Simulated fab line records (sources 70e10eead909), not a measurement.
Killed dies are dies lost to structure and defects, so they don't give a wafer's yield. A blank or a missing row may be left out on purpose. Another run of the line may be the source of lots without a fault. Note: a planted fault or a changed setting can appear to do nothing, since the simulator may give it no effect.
Code-filled problem report in 8D (eight disciplines) form	flow nand-harc	the parts of the form that need people (team, actions taken, sign-off) are left out

## 1. PROBLEM STATEMENT
Wafers without a fault read 188.46 W, standard deviation 0.13; heater-power-total-W at NHARC_P_M2_SOFTBAKE_04 reads a mean of 190.21 W on 6 wafers belonging to 2 lots. Relative to the usual mean, that is a shift of +13 standard deviations.
The step: time 55 s.
Earliest sighting: wafer L538.4 on litho-track-04 at day 11 02:00. Wafers with a number at this step in the record: 33, from 11 lots. Rule for "out", or "out of limits": more than 4 standard deviations from the usual mean. All remaining wafers that have a number are taken as sound.

## 2. WHAT IT IS AND WHAT IT IS NOT
question	is	is not
which readings at this step	heater-power-total-W	-
which lots	L538, L543	L528, L529, L531, L532, L539, L540, L547, L548, L551
which wafers of those lots	all that have a number	-
read on which tools	litho-track-04	litho-track-01, litho-track-06
when	from day 11 02:00	up to then (15 sound wafers); but 12 sound wafers of L540, L547, L548, L551 came after

## 3. WHAT RULES OUT EACH SUSPECT
Counting: a tool at any process step up to the reading remains a suspect when it ran all the lots that are out and ran no sound lot after the first of those.
- pvd-sputter-01 at NHARC_P_M1_PVD_21 (deposits Cu, target thk 30 nm, time 20.49 s): ruled out as a lasting fault. Following L538 (day 11 02:00), the first lot on it that is out, the sound lots L547 were run on it. NHARC_P_M1_PVD_21: start missing for some lots; hours and lot order therefore follow NHARC_P_M2_SOFTBAKE_04.
- litho-track-04 at NHARC_P_M2_SOFTBAKE_04 (time 55 s): kept. Every lot that is out went through it, starting with L538 (day 11 02:00), and after that it ran no sound lot; the last sound lot it ran before then is L539 (day 10 23:00). Its own readings are out on those wafers: heater-power-total-W.
Remaining after the count: litho-track-04 at NHARC_P_M2_SOFTBAKE_04.

## 4. THE CAUSE (what the simulator had put in)
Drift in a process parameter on litho-track-04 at NHARC_P_M2_SOFTBAKE_04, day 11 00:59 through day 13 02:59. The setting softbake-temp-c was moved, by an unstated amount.
Only this tool survived the counting.

## 5. THE EFFECT CHAIN, in route order
Rows list readings where the struck wafers' mean (over those with a number) sits beyond 3 standard deviations from the usual. Readings are gone through only where the record gives a usual standard deviation; hours: the median, over the lots, of the time from a lot's start at the first step in this table giving one to that lot's start at this step; sigmas: the change measured in usual standard deviations.
hours	step	reading	usual	on struck wafers	change	sigmas
0	NHARC_P_M2_SOFTBAKE_04	heater-power-total-W	188.46 W	190.21	+1.75	+13
Process steps it contains:
- NHARC_P_M2_SOFTBAKE_04: time 55 s.
At these later measuring or inspecting steps, every struck wafer for which the step has a row has a number for every such reading, and none has moved that far: NHARC_P_M2_OVL_MEAS_10.

## 6. WHAT WOULD HAVE CAUGHT IT SOONER
In this record the first reading out of limits was taken at day 11 02:00, 1 hour after the fault began at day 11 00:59.
